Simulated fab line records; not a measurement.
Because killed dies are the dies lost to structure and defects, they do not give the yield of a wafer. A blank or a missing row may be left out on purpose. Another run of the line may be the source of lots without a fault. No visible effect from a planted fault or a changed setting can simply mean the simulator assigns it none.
Chamber matching :: flow nand-harc :: NHARC_A_CHANNEL_FILL_D2_ALD_14 on ald-hk-01: 4 sister chambers
The step deposits SiO2, target thk 2.5 nm, pulse time 10 s, ald cycles 25. 8 wafers are shown with their chamber, then 10 later ones without.

## WAFERS WITH THEIR CHAMBER
wafer: L084.1
chamber: 2
heater-power-w (W): 432
precursor-pulse-height-rel: 1.009

wafer: L084.2
chamber: 1
heater-power-w (W): 569
precursor-pulse-height-rel: 1.015

wafer: L084.6
chamber: 0
heater-power-w (W): 383
precursor-pulse-height-rel: 1.015

wafer: L089.1
chamber: 3
heater-power-w (W): 435
precursor-pulse-height-rel: 0.976

wafer: L089.2
chamber: 2
heater-power-w (W): 432
precursor-pulse-height-rel: 0.976

wafer: L089.4
chamber: 1
heater-power-w (W): 563
precursor-pulse-height-rel: 1.024

wafer: L088.2
chamber: 3
heater-power-w (W): 433
precursor-pulse-height-rel: 1.010

wafer: L088.4
chamber: 0
heater-power-w (W): 388
precursor-pulse-height-rel: 1.005

## WAFERS WITH NO CHAMBER GIVEN
wafer: L088.5
heater-power-w (W): 377
precursor-pulse-height-rel: 0.980

wafer: L091.2
heater-power-w (W): 563
precursor-pulse-height-rel: 1.008

wafer: L091.3
heater-power-w (W): 386
precursor-pulse-height-rel: 1.015

wafer: L091.6
heater-power-w (W): 582
precursor-pulse-height-rel: 1.011

wafer: L095.2
heater-power-w (W): 380
precursor-pulse-height-rel: 1.015

wafer: L095.4
heater-power-w (W): 478
precursor-pulse-height-rel: 1.017

wafer: L095.5
heater-power-w (W): 471
precursor-pulse-height-rel: 0.996

wafer: L096.2
heater-power-w (W): 555
precursor-pulse-height-rel: 1.045

wafer: L096.4
heater-power-w (W): 383
precursor-pulse-height-rel: 0.998

wafer: L096.6
heater-power-w (W): 551
precursor-pulse-height-rel: 0.972

## WHICH CHAMBER EACH WENT THROUGH
wafer: L088.5
from the rows above: 0
in truth: 0

wafer: L091.2
from the rows above: 1
in truth: 1

wafer: L091.3
from the rows above: 0
in truth: 0

wafer: L091.6
from the rows above: 1
in truth: 1

wafer: L095.2
from the rows above: 0
in truth: 0

wafer: L095.4
from the rows above: can't be placed: 3 or 2
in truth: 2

wafer: L095.5
from the rows above: can't be placed: 3 or 2
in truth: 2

wafer: L096.2
from the rows above: 1
in truth: 1

wafer: L096.4
from the rows above: 0
in truth: 0

wafer: L096.6
from the rows above: 1
in truth: 1
Correct placement for 8 of the 10. Not placeable from these rows: 2 (in 2, the candidates include the true chamber). Number placed wrongly: 0.
How it was worked out, from the rows above alone: a wafer's distance from a chamber is the root of the sum, over the readings, of the square of ((its reading less the chamber's mean) divided by the reading's scatter). The wafer belongs to the nearest chamber; if the next one is less than 2 further off, it can't be placed. For every chamber, the mean is computed from those of its wafers that are shown. The scatter: the root of (the sum of the squares of (reading less its chamber's mean) over the shown wafers, divided by (wafers less chambers)).
